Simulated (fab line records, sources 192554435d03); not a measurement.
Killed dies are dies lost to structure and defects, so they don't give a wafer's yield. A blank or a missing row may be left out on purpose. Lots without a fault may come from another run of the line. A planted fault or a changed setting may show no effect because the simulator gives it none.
Chamber matching | flow n5_finfet | N5_BEOL_M0_CO_CAP_123 on cvd_co-02: 3 sister chambers
The step material Co, precursor CCTBA/H2, target thk 2 nm, time 102.1 s. 6 wafers are shown with their chamber, then 12 later ones without.

WAFERS WITH THEIR CHAMBER
wafer  | chamber | heater_power_w (W)
L091.1 | 1       | 223
L091.5 | 2       | 218
L091.6 | 1       | 211
L092.2 | 0       | 286
L092.3 | 2       | 215
L092.4 | 0       | 291

WAFERS WITHOUT THEIR CHAMBER
wafer  | heater_power_w (W)
L094.1 | 212
L094.3 | 216
L094.5 | 217
L095.3 | 215
L095.4 | 215
L095.5 | 283
L096.3 | 289
L096.5 | 291
L096.6 | 220
L097.1 | 220
L097.3 | 284
L097.5 | 222

WHICH CHAMBER EACH WENT THROUGH
wafer  | from the rows above     | in truth
L094.1 | can't be placed: 2 or 1 | 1
L094.3 | can't be placed: 2 or 1 | 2
L094.5 | can't be placed: 1 or 2 | 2
L095.3 | can't be placed: 2 or 1 | 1
L095.4 | can't be placed: 2 or 1 | 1
L095.5 | 0                       | 0
L096.3 | 0                       | 0
L096.5 | 0                       | 0
L096.6 | can't be placed: 1 or 2 | 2
L097.1 | can't be placed: 1 or 2 | 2
L097.3 | 0                       | 0
L097.5 | can't be placed: 1 or 2 | 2
Placed correctly: 4 of 12. Can't be placed from these rows: 8 (the true chamber is among the candidates in 8). Placed wrongly: 0.
How it was worked out, from the rows above alone: a wafer's distance from a chamber is the root of the sum, over the readings, of the square of ((its reading less the chamber's mean) divided by the reading's scatter). The wafer belongs to the nearest chamber; if the next one is less than 2 further off, it can't be placed. A chamber's mean is the mean of its shown wafers. The scatter: the root of (the sum of the squares of (reading less its chamber's mean) over the shown wafers, divided by (wafers less chambers)).
